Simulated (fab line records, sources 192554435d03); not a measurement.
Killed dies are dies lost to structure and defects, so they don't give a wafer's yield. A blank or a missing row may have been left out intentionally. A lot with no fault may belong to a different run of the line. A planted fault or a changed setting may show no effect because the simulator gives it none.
Chamber matching + flow n5-finfet + 4 sister chambers for N5_BEOL_M0_ETCH_138 on rie-diel-01
The step etches SiCN in CH3F/O2, target depth 12 nm, time 31.6 s. 4 wafers are shown with their chamber, then 11 later ones without.

== EACH WAFER AND ITS CHAMBER ==
| wafer  | chamber | showerhead-plenum-p-Torr (Torr) |
|--------|---------|---------------------------------|
| L083.2 | 2       | 2.06                            |
| L086.4 | 1       | 2.11                            |
| L086.5 | 0       | 1.91                            |
| L087.1 | 3       | 2.08                            |

== WAFERS WHOSE CHAMBER IS MISSING ==
| wafer  | showerhead-plenum-p-Torr (Torr) |
|--------|---------------------------------|
| L087.4 | 2.08                            |
| L087.5 | 2.11                            |
| L089.1 | 2.11                            |
| L089.2 | 2.08                            |
| L089.4 | 2.05                            |
| L092.4 | 1.91                            |
| L092.5 | 2.08                            |
| L092.6 | 1.91                            |
| L096.1 | 1.91                            |
| L096.3 | 2.10                            |
| L096.4 | 2.08                            |

== THE CHAMBER EACH PASSED THROUGH ==
| wafer  | from the rows above | in truth |
|--------|---------------------|----------|
| L087.4 | 3                   | 3        |
| L087.5 | 1                   | 1        |
| L089.1 | 1                   | 1        |
| L089.2 | 3                   | 3        |
| L089.4 | 2                   | 2        |
| L092.4 | 0                   | 0        |
| L092.5 | 3                   | 3        |
| L092.6 | 0                   | 0        |
| L096.1 | 0                   | 0        |
| L096.3 | 1                   | 1        |
| L096.4 | 3                   | 3        |
11 of 11 placed correctly. Not placeable from these rows: 0. 0 placed wrongly.
How it was worked out, from the rows above alone: a wafer's distance from a chamber is the root of the sum, over the readings, of the square of ((its reading less the chamber's mean) divided by the reading's scatter). If the next closest chamber is less than 2 further off than the closest, the wafer can't be placed; otherwise it belongs to the closest. For every chamber, the mean is computed from those of its wafers that are shown. The scatter: root of mean squared gap, hidden wafer to nearest shown wafer, with one shown wafer a chamber.
